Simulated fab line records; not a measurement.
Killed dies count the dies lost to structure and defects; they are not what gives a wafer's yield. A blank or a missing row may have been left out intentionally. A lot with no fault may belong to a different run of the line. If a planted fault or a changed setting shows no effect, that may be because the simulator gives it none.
Split-lot trial / flow n5 finfet / 7 lots, 21 wafers read, on a route of 1938 steps

== SPLIT DETAILS ==
At N5_HKMG_FIN_ETCH_58 (etches SOC in N2/H2, target depth 215.8 nm, time 741 s), the setting source w was moved away from the recipe's 875 W on 5 of the 21 wafers read, by -7.0% to +15.3%. For the rest of the wafers, this setting stayed at what the recipe calls for.

The reading is taken at the split's own step.

== THE READING ==
rf vpp V, in V, at N5_HKMG_FIN_ETCH_58 (etches SOC in N2/H2, target depth 215.8 nm, time 741 s). Typical for fault-free wafers on this fab line: 99.3 V, with standard deviation 0.91 V.

wafer=L075.2; tool, chamber at the split=rie diel-06, 3; source w as run, W=875; against the recipe=recipe; rf vpp V, V=98.1; against lot-mates on the recipe=-
wafer=L075.4; tool, chamber at the split=rie diel-06, 3; source w as run, W=814; against the recipe=-7.0%; rf vpp V, V=101.2; against lot-mates on the recipe=+3.1
wafer=L075.6; tool, chamber at the split=rie diel-06, 1; source w as run, W=814; against the recipe=-7.0%; rf vpp V, V=102.3; against lot-mates on the recipe=+4.2
wafer=L077.3; tool, chamber at the split=rie diel-06, 2; source w as run, W=875; against the recipe=recipe; rf vpp V, V=98.6; against lot-mates on the recipe=-
wafer=L077.5; tool, chamber at the split=rie diel-06, 1; source w as run, W=875; against the recipe=recipe; rf vpp V, V=100.8; against lot-mates on the recipe=-
wafer=L077.6; tool, chamber at the split=rie diel-06, 2; source w as run, W=875; against the recipe=recipe; rf vpp V, V=99.0; against lot-mates on the recipe=-
wafer=L078.2; tool, chamber at the split=rie diel-06, 0; source w as run, W=875; against the recipe=recipe; rf vpp V, V=98.5; against lot-mates on the recipe=-
wafer=L078.4; tool, chamber at the split=rie diel-06, 3; source w as run, W=875; against the recipe=recipe; rf vpp V, V=98.8; against lot-mates on the recipe=-
wafer=L078.6; tool, chamber at the split=rie diel-06, 0; source w as run, W=875; against the recipe=recipe; rf vpp V, V=98.1; against lot-mates on the recipe=-
wafer=L079.2; tool, chamber at the split=rie diel-06, 2; source w as run, W=875; against the recipe=recipe; rf vpp V, V=99.3; against lot-mates on the recipe=-
wafer=L079.4; tool, chamber at the split=rie diel-06, 0; source w as run, W=951.9; against the recipe=+8.8%; rf vpp V, V=95.9; against lot-mates on the recipe=-3.4
wafer=L079.6; tool, chamber at the split=rie diel-06, 2; source w as run, W=951.9; against the recipe=+8.8%; rf vpp V, V=95.6; against lot-mates on the recipe=-3.7
wafer=L086.1; tool, chamber at the split=rie diel-04, 1; source w as run, W=1009; against the recipe=+15.3%; rf vpp V, V=95.2; against lot-mates on the recipe=-4.7
wafer=L086.2; tool, chamber at the split=rie diel-04, 2; source w as run, W=875; against the recipe=recipe; rf vpp V, V=100.1; against lot-mates on the recipe=-
wafer=L086.6; tool, chamber at the split=rie diel-04, 2; source w as run, W=875; against the recipe=recipe; rf vpp V, V=99.8; against lot-mates on the recipe=-
wafer=L087.2; tool, chamber at the split=rie diel-06, 2; source w as run, W=875; against the recipe=recipe; rf vpp V, V=99.1; against lot-mates on the recipe=-
wafer=L087.3; tool, chamber at the split=rie diel-06, 1; source w as run, W=875; against the recipe=recipe; rf vpp V, V=100.0; against lot-mates on the recipe=-
wafer=L087.6; tool, chamber at the split=rie diel-06, 3; source w as run, W=875; against the recipe=recipe; rf vpp V, V=98.4; against lot-mates on the recipe=-
wafer=L089.2; tool, chamber at the split=rie diel-05, 0; source w as run, W=875; against the recipe=recipe; rf vpp V, V=99.3; against lot-mates on the recipe=-
wafer=L089.5; tool, chamber at the split=rie diel-05, 3; source w as run, W=875; against the recipe=recipe; rf vpp V, V=99.2; against lot-mates on the recipe=-
wafer=L089.6; tool, chamber at the split=rie diel-05, 2; source w as run, W=875; against the recipe=recipe; rf vpp V, V=99.7; against lot-mates on the recipe=-

FIT RESULTS
A straight line over all 21 wafers: rf vpp V changes by -0.324 V for each +1% of source w; r = -0.90; the points scatter about the line by 0.77 V.
The same after taking each lot's own level away (the mean of its wafers on the recipe; 21 wafers): -0.388 V for each +1%; r = -0.95; scatter 0.65 V.
That fit puts the effect of the largest move of source w on the reading at 5.9 V.
The lots' own levels span 98.10 to 99.95 V, that is 2.0 times the standard deviation above.
So the lot-to-lot level changes the slope: the two fits differ.
Check: with one of the wafers moved furthest among these (+15.3%) left out of the fit, the line predicts -6.82 V for it against its lot-mates. Against them it came out at -4.75 V.
Tool readings at the split's step, against how far the setting was moved: rf vpp V r = -0.90.

== THESE WAFERS: OTHER SPLITS ==
Before the reading, these wafers also passed through other splits. Each is held against what the fit with the lots' levels taken away leaves over:
other split on the same wafers=N5_HKMG_FIN_EXPOSE_46 dose mj; wafers away from the commonest value=7; r with rf vpp V (lot level and that fit taken away)=-0.26

== THE FILE'S OWN FIT ==
rf vpp V changes by -0.359 V for each +1% of source w, r = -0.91.
